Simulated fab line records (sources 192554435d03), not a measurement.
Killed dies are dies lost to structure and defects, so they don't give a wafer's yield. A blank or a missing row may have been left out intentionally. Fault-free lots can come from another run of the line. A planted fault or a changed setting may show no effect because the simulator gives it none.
Chamber matching | flow n5_finfet | 4 sister chambers for N5_BEOL_M15_TRENCH_ETCH_34 on rie_diel-04
The step etches SiO2 in C4F8/O2/Ar, target depth 872.93 nm, time 199 s. 4 wafers are shown with their chamber, then 7 later ones without.

## WAFERS PAIRED WITH THEIR CHAMBERS
wafer  | chamber | showerhead_plenum_p_Torr (Torr)
L085.1 | 2       | 3.50
L085.4 | 0       | 3.20
L087.1 | 1       | 3.44
L087.2 | 3       | 3.36

## WAFERS WHOSE CHAMBER IS MISSING
wafer  | showerhead_plenum_p_Torr (Torr)
L087.3 | 3.20
L092.1 | 3.49
L092.4 | 3.35
L092.5 | 3.35
L094.2 | 3.44
L094.3 | 3.35
L094.6 | 3.44

## CHAMBER TAKEN BY EACH
wafer  | from the rows above | in truth
L087.3 | 0                   | 0
L092.1 | 2                   | 2
L092.4 | 3                   | 3
L092.5 | 3                   | 3
L094.2 | 1                   | 1
L094.3 | 3                   | 3
L094.6 | 1                   | 1
7 of 7 placed correctly. Can't be placed from these rows: 0. Placed wrongly: 0.
How it was worked out, from the rows above alone: a wafer's distance from a chamber is the root of the sum, over the readings, of the square of ((its reading less the chamber's mean) divided by the reading's scatter). If the next closest chamber is less than 2 further off than the closest, the wafer can't be placed; otherwise it belongs to the closest. Each chamber's mean is taken over the wafers shown for it. The scatter: root of mean squared gap, hidden wafer to nearest shown wafer, with one shown wafer a chamber.
